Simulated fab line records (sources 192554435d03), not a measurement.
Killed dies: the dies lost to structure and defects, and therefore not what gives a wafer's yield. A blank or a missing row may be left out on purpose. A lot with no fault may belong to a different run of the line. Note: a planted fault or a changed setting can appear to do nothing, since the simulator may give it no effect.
What tool caused it? -- flow n5_finfet -- 14 lots with 42 wafers sampled at 5 steps, on a route of 1938 steps

== WHAT THE GAUGES READ, wafer by wafer ==
N5_BEOL_M14_RS_MEAS_54: a four-point-probe measurement. Usual: M14_RS gives 0.0334 ohm/sq (standard deviation 0.00086).
lot,measured,on,M14_RS (ohm/sq),flag
L700,day 11 15:20,film_metro-01,0.0323 0.0341 0.0342,
L701,day 12 00:23,film_metro-01,0.0345 0.0344 0.0326,
L705,day 12 19:27,film_metro-01,0.0341 0.0319 0.0343,
L704,day 13 02:40,film_metro-02,0.0327 0.0333 0.0325,
L708,day 13 08:52,film_metro-02,0.0327 0.0310 0.0329,
L707,day 13 13:53,film_metro-02,0.0323 0.0343 0.0329,
L706,day 13 15:57,film_metro-01,0.0326 0.0326 0.0325,
L709,day 14 08:14,film_metro-01,0.0316 0.0331 0.0331,
L710,day 14 19:25,film_metro-02,0.0348 0.0316 0.0330,
L718,day 16 15:05,film_metro-01,0.0339 0.0331 0.0337,
L720,day 17 01:34,film_metro-02,0.0336 0.0341 0.0340,
L719,day 17 03:50,film_metro-01,0.0345 0.0338 0.0347,
L721,day 17 15:39,film_metro-01,0.0337 0.0332 0.0339,
L722,day 17 16:09,film_metro-02,0.0344 0.0344 0.0343,

N5_BEOL_M15_THK_MEAS_01. Usual: M15_ILD_THK gives 1620 nm (standard deviation 21).
lot,measured,on,M15_ILD_THK (nm),flag
L700,day 11 15:39,film_metro-01,1591 1597 1612,
L701,day 12 00:41,film_metro-01,1581 1613 1638,
L705,day 12 19:46,film_metro-01,1596 1672 1674,
L704,day 13 02:58,film_metro-01,1596 1656 1646,
L708,day 13 09:10,film_metro-02,1622 1645 1625,
L707,day 13 14:12,film_metro-02,1627 1634 1665,
L706,day 13 16:16,film_metro-01,1598 1624 1612,
L709,day 14 08:32,film_metro-02,1601 1591 1613,
L710,day 14 19:44,film_metro-02,1594 1606 1605,
L718,day 16 15:23,film_metro-01,1604 1605 1637,
L720,day 17 01:53,film_metro-02,1599 1593 1628,
L719,day 17 04:09,film_metro-02,1626 1621 1644,
L721,day 17 15:58,film_metro-02,1607 1616 1629,
L722,day 17 16:28,film_metro-01,1620 1622 1668,

N5_BEOL_M15_CD_MEAS_10: target cd 360 nm. Usual: cd_nm reads 360.6 nm (standard deviation 1.7).
lot,measured,on,cd_nm (nm),flag
L700,day 11 16:05,cd_sem-02,357.4 357.8 360.8,
L701,day 12 00:59,cd_sem-02,359.3 360.4 362.4,
L705,day 12 20:11,cd_sem-02,359.6 362.5 360.6,
L704,day 13 03:24,cd_sem-01,362.7 359.9 359.7,
L708,day 13 09:28,cd_sem-02,356.2 358.9 360.4,
L707,day 13 14:30,cd_sem-02,359.9 360.4 360.8,
L706,day 13 16:41,cd_sem-02,360.7 359.3 357.5,
L709,day 14 08:50,cd_sem-03,363.4 361.7 359.5,
L710,day 14 20:09,cd_sem-01,360.0 361.9 360.1,
L718,day 16 15:41,cd_sem-02,362.0 361.8 363.5,
L720,day 17 02:11,cd_sem-01,360.0 360.2 362.2,
L719,day 17 04:28,cd_sem-01,364.2 363.7 363.3,
L721,day 17 16:24,cd_sem-02,359.1 362.0 363.9,
L722,day 17 16:53,cd_sem-02,358.7 358.2 362.3,

N5_BEOL_M15_CD_MEAS_17: target cd 360 nm. Usual: cd_nm reads 361.2 nm (standard deviation 1.8).
lot,measured,on,cd_nm (nm),flag
L700,day 11 16:40,cd_sem-01,358.2 359.3 362.1,
L701,day 12 01:53,cd_sem-03,360.1 360.7 364.1,
L705,day 12 20:50,cd_sem-01,359.1 363.2 360.0,
L704,day 13 04:03,cd_sem-02,361.4 360.8 360.0,
L708,day 13 10:04,cd_sem-01,359.8 360.8 362.7,
L707,day 13 15:18,cd_sem-02,360.4 361.8 360.5,
L706,day 13 17:17,cd_sem-01,- - -,OFF
L709,day 14 09:26,cd_sem-03,- - -,OFF
L710,day 14 20:45,cd_sem-03,362.0 363.5 361.7,
L718,day 16 16:17,cd_sem-01,364.7 361.7 365.1,
L720,day 17 02:46,cd_sem-01,360.4 360.4 362.9,
L719,day 17 05:40,cd_sem-03,364.2 362.0 362.2,
L721,day 17 16:59,cd_sem-03,355.7 361.9 364.3,
L722,day 17 17:28,cd_sem-02,359.2 357.8 363.7,

== WHICH TOOL RAN EACH LOT (tool, then ch and the chambers of the sampled wafers, then the start) ==
lot,N5_BEOL_M15_VIA_ETCH_16
L700,"rie_diel-06 ch 1,2, day 11 16:15"
L701,"rie_diel-06 ch 1,2,3, day 12 01:28"
L705,"rie_diel-05 ch 0,2, day 12 20:25"
L704,"rie_diel-05 ch 0,2, day 13 03:36"
L708,"rie_diel-06 ch 0,3, day 13 09:39"
L707,"rie_diel-05 ch 2,3, day 13 14:53"
L706,"rie_diel-06 ch 1,2, day 13 16:52"
L709,"rie_diel-01 ch 0,1,2, day 14 09:01"
L710,"rie_diel-05 ch 0,1, day 14 20:20"
L718,"rie_diel-01 ch 1,2, day 16 15:52"
L720,"rie_diel-01 ch 1,2,3, day 17 02:21"
L719,"rie_diel-01 ch 1,2,3, day 17 05:15"
L721,"rie_diel-01 ch 2,3, day 17 16:34"
L722,"rie_diel-05 ch 0,1,3, day 17 17:04"
- N5_BEOL_M15_VIA_ETCH_16: etches SiO2 in C4F8/O2/Ar, target depth 1792.2 nm.

== AS READ BY THE TOOLS THEMSELVES (means over the sampled wafers that have a number; for cases with no such wafer, the mark the record gives instead) ==
N5_BEOL_M15_VIA_ETCH_16. Usual: C4F8_flow_sccm 16.00 sccm, standard deviation 0.046; O2_flow_sccm 12.00 sccm, standard deviation 0.038; drypump_motor_current_A 5.9 A, standard deviation 0.4; oes_product_au 0.70 a.u., standard deviation 0.083; rf_vpp_V 2230 V, standard deviation 34; showerhead_plenum_p_Torr 3.48 Torr, standard deviation 0.13; throttle_valve_pct 30.85 %, standard deviation 0.27.
lot,tool,C4F8_flow_sccm (sccm),O2_flow_sccm (sccm),drypump_motor_current_A (A),oes_product_au (a.u.),rf_vpp_V (V),showerhead_plenum_p_Torr (Torr),throttle_valve_pct (%),flag
L700,rie_diel-06,15.97,12.01,6.2,0.66,2223,3.44,30.84,
L701,rie_diel-06,16.02,11.99,6.2,0.68,2218,3.45,30.94,
L705,rie_diel-05,15.95,11.99,5.5,0.71,2265,3.36,30.98,
L704,rie_diel-05,16.00,12.01,5.6,0.78,2267,3.42,30.86,
L708,rie_diel-06,16.03,11.98,5.4,0.79,2223,3.59,31.13,
L707,rie_diel-05,16.01,12.03,5.7,0.76,2255,3.51,30.87,
L706,rie_diel-06,-,-,-,-,-,-,-,OFF
L709,rie_diel-01,-,-,-,-,-,-,-,OFF
L710,rie_diel-05,16.01,11.98,5.8,0.71,2251,3.41,30.85,
L718,rie_diel-01,16.00,12.01,6.4,0.63,2206,3.36,30.60,
L720,rie_diel-01,16.04,12.02,6.1,0.73,2219,3.44,30.58,
L719,rie_diel-01,16.01,12.01,6.1,0.72,2218,3.44,30.56,
L721,rie_diel-01,16.03,11.98,6.2,0.71,2181,3.35,30.65,
L722,rie_diel-05,15.95,11.99,5.8,0.76,2237,3.49,30.80,

== THE ANSWER, worked out from the rows above alone ==
Rule: take the mean of a lot's wafers that have a number; if it is more than 3 standard deviations from the usual mean, the lot is off. Also off: a lot with no number at a reading for which 4 or more lots have one. The other lots that the step has rows for count as sound. After the gauges, taken in route order, come the tools' own readings; for these a lot's mean is taken, as printed above. The first step at which some lot is off is used, and at that step the reading that is off furthest; a lot without a number counts as furthest.
Off: L706, L709 (N5_BEOL_M15_CD_MEAS_17, cd_nm). Without a number there: L706, L709.
A tool fits if, at a process step before that reading, it ran every lot that is off, and no sound lot after the first of them. Not tried: the gauges at N5_BEOL_M15_CD_MEAS_17; whatever is off there is also off at N5_BEOL_M15_VIA_ETCH_16, on other tools, and gauge error can't account for it. None of those tried fits.

== WHAT THE SIMULATOR HAD PUT IN ==
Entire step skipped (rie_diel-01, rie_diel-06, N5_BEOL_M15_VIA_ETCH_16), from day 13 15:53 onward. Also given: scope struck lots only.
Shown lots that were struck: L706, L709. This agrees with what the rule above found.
